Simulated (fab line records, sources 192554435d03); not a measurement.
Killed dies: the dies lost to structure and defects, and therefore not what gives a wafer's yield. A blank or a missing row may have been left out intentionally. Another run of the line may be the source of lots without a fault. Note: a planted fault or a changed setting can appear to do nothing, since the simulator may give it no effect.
Code-filled problem report in 8D (eight disciplines) form -- flow n5-finfet -- the parts of the form that need people (team, actions taken, sign-off) are left out
Where a reading is given only as a bound, like >300, the bound stands for it, and a mean or a difference that rests on one is marked > or <: the true number lies beyond.

## 1. PROBLEM STATEMENT
raw-defect-count at N5_HKMG_FIN_INSPECT_14 reads a mean of >300 on 6 wafers of 2 lots; wafers without a fault read 2.0 with a standard deviation of 1.3. So: +99 or more standard deviations from the usual mean.
The step: inspects for defects (macro).
The first sign was on wafer L623.3 at day 6 22:04, on defect-inspect-02. The record holds 27 wafers of 9 lots with a number at this step. By rule, "out" or "out of limits" means more than 4 standard deviations away from the usual mean. The rest of the wafers with a number are treated as sound.

## 2. WHAT IT IS; WHAT IT IS NOT
question,is,is not
which readings at this step,raw-defect-count,-
which lots,"L623, L625","L613, L614, L616, L628, L630, L633, L635"
which wafers of those lots,all that have a number,-
read on which gauges,defect-inspect-02,defect-inspect-01
when,from day 6 22:04,"up to then (9 sound wafers); but 12 sound wafers of L628, L630, L633, L635 came after"

## 3. THE SUSPECTS, EACH WITH WHAT RULES IT OUT
Counting: a tool at a process step up to the reading stays a suspect if it ran every lot that is out and no sound lot after the first of them.
- the gauge at N5_HKMG_FIN_INSPECT_14: kept. All the wafers that are out were read on defect-inspect-02, and no step on other tools shows them out.
- rie-diel-02 at N5_HKMG_FIN_ETCH_54 (etches SiARC in CF4, target depth 45.5 nm, time 75.8 s): kept. Every lot that is out went through it, starting with L623 (day 6 18:43), and after that it ran no sound lot; the last sound lot it ran before then is L616 (day 5 02:50).
- rie-diel-02 at N5_HKMG_FIN_ETCH_55 (etches SOC in N2/H2, target depth 240 nm, time 300 s): kept. Every lot that is out went through it, starting with L623 (day 6 18:46), and after that it ran no sound lot; the last sound lot it ran before then is L616 (day 5 02:53).
Left after counting: rie-diel-02 at N5_HKMG_FIN_ETCH_54, rie-diel-02 at N5_HKMG_FIN_ETCH_55, defect-inspect-02 at N5_HKMG_FIN_INSPECT_14.

## 4. THE CAUSE (what the simulator had put in)
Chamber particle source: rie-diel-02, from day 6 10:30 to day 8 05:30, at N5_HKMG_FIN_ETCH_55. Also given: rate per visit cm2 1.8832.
This tool is one of the 3 suspects left after counting.

## 5. THE EFFECT CHAIN, in route order
Rows list readings where the struck wafers' mean (over those with a number) sits beyond 3 standard deviations from the usual. Readings are gone through only where the record gives a usual standard deviation; hours: the median, over the lots, of the time from a lot's start at the first step in this table giving one to that lot's start at this step; sigmas: the change measured in usual standard deviations.
hours,step,reading,usual,on struck wafers,change,sigmas
0,N5_HKMG_FIN_INSPECT_14,raw-defect-count,2.0,>300,>+298,+99 or more
207,N5_PASSIVATION_PROBE_49,defect-limited-yield,91.4 %,85.2,-6.2,-4.1
207,N5_PASSIVATION_PROBE_49,killed-at-front-end,40,124,+84,+6.4
207,N5_PASSIVATION_PROBE_49,killed-dies,102,174,+72,+4.3
207,N5_PASSIVATION_PROBE_49,killed-on-rim,14,30,+16,+3.6
207,N5_PASSIVATION_PROBE_49,sort_bin_5_function,5.1 %,8.2,+3.1,+3.2
207,N5_PASSIVATION_PROBE_49,sort-n-pass,1078,1006,-72,-4.0
207,N5_PASSIVATION_PROBE_49,sort-yield-pct,91.3 %,85.2,-6.1,-4.0
Here are the process steps it includes:
- N5_PASSIVATION_PROBE_49
At these later measuring or inspecting steps, every struck wafer for which the step has a row has a number for every such reading, and none has moved that far: N5_BEOL_M4_RC_MEAS_101.

## 6. WHAT WOULD HAVE CAUGHT IT SOONER
Counted from the fault's start at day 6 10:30, it took 12 hours until the first out-of-limits reading at a measuring or inspecting step in this record, taken at day 6 22:04.
Of the tool readings at N5_HKMG_FIN_ETCH_55 for which the record gives a usual standard deviation, none was out on any struck wafer, so an alarm limit of 4 standard deviations on them would not have fired.
Among the 2 lots that are out, L625 began N5_HKMG_FIN_ETCH_55 on rie-diel-02 after day 6 22:04. A hold on the tool at that time would have spared it.
